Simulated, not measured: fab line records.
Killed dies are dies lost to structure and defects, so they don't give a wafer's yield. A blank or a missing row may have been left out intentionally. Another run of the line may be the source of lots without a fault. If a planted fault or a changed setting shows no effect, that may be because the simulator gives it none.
Which tool is to blame? ; flow nand harc ; 18 wafers sampled from 6 lots at 1 step of a route of 1302

## WHAT THE GAUGES READ, wafer by wafer
NHARC_A_BLC_INSPECT_28.
lot;measured;on;raw defect count
L630;day 23 09:19;defect inspect-01;429 704 419
L634;day 24 05:08;defect inspect-02;479 540 545
L635;day 26 14:56;defect inspect-01;410 536 518
L642;day 28 03:49;defect inspect-01;507 635 487
L651;day 31 20:15;defect inspect-01;481 429 370
L649;day 32 21:13;defect inspect-02;422 383 531

## WHAT TOOL EACH LOT RAN ON (gives the tool, then ch and the chambers of the sampled wafers, and finally the start)
Before these readings, the record contains no process step.

## THE ANSWER, worked out from the rows above alone
Rule: what is usual is taken from the lots themselves. The widest of any qualifying gaps counts: lots, ordered by their means at a reading, are off when they make up no more than a third of the lots, leave a main group of 4 or more, and stand apart from it by 3 or more times the standard deviation of that group's means. A main group is skipped when, at the precision printed for the reading in the tables above, its means are all equal. Also off: a lot with no number at a reading for which 4 or more lots have one. Any other lot the step has rows for is counted as sound.
No lot is off on any of the readings shown, so nothing can be concluded from this.

## WHAT THE SIMULATOR HAD INSERTED
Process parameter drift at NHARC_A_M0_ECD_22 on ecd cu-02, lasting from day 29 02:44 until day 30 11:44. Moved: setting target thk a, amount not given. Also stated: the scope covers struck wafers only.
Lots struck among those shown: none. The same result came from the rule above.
